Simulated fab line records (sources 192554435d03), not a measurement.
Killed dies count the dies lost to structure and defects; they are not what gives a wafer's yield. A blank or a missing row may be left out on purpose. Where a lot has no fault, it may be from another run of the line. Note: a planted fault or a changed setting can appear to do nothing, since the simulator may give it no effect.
Matching of chambers | flow n5_finfet | N5_FIN_CUT_STRIP_22 on rie_diel-04 has 4 sister chambers
The step strips in N2/H2. 4 wafers are shown with their chamber, then 9 later ones without.

## EACH WAFER AND ITS CHAMBER
wafer  | chamber | drypump_motor_current_A (A)
L085.5 | 0       | 6.3
L088.1 | 1       | 5.0
L088.5 | 2       | 5.0
L088.6 | 3       | 5.4

## WAFERS MISSING THEIR CHAMBER
wafer  | drypump_motor_current_A (A)
L089.1 | 6.3
L089.2 | 5.0
L089.6 | 6.3
L093.2 | 5.1
L093.5 | 5.0
L093.6 | 5.4
L096.3 | 6.3
L096.4 | 5.4
L096.5 | 5.1

## THE CHAMBER EACH PASSED THROUGH
wafer  | from the rows above     | in truth
L089.1 | 0                       | 0
L089.2 | can't be placed: 1 or 2 | 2
L089.6 | 0                       | 0
L093.2 | can't be placed: 1 or 2 | 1
L093.5 | can't be placed: 1 or 2 | 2
L093.6 | 3                       | 3
L096.3 | 0                       | 0
L096.4 | 3                       | 3
L096.5 | can't be placed: 1 or 2 | 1
Correct placement for 5 of the 9. Cannot be placed on the basis of these rows: 4; the candidates contain the true chamber in 4. 0 placed wrongly.
How it was worked out, from the rows above alone: a wafer's distance from a chamber is the root of the sum, over the readings, of the square of ((its reading less the chamber's mean) divided by the reading's scatter). If the next closest chamber is less than 2 further off than the closest, the wafer can't be placed; otherwise it belongs to the closest. For every chamber, the mean is computed from those of its wafers that are shown. The scatter (one wafer shown for each chamber): square how far every hidden wafer sits from the nearest shown wafer, average those squares and take the square root.
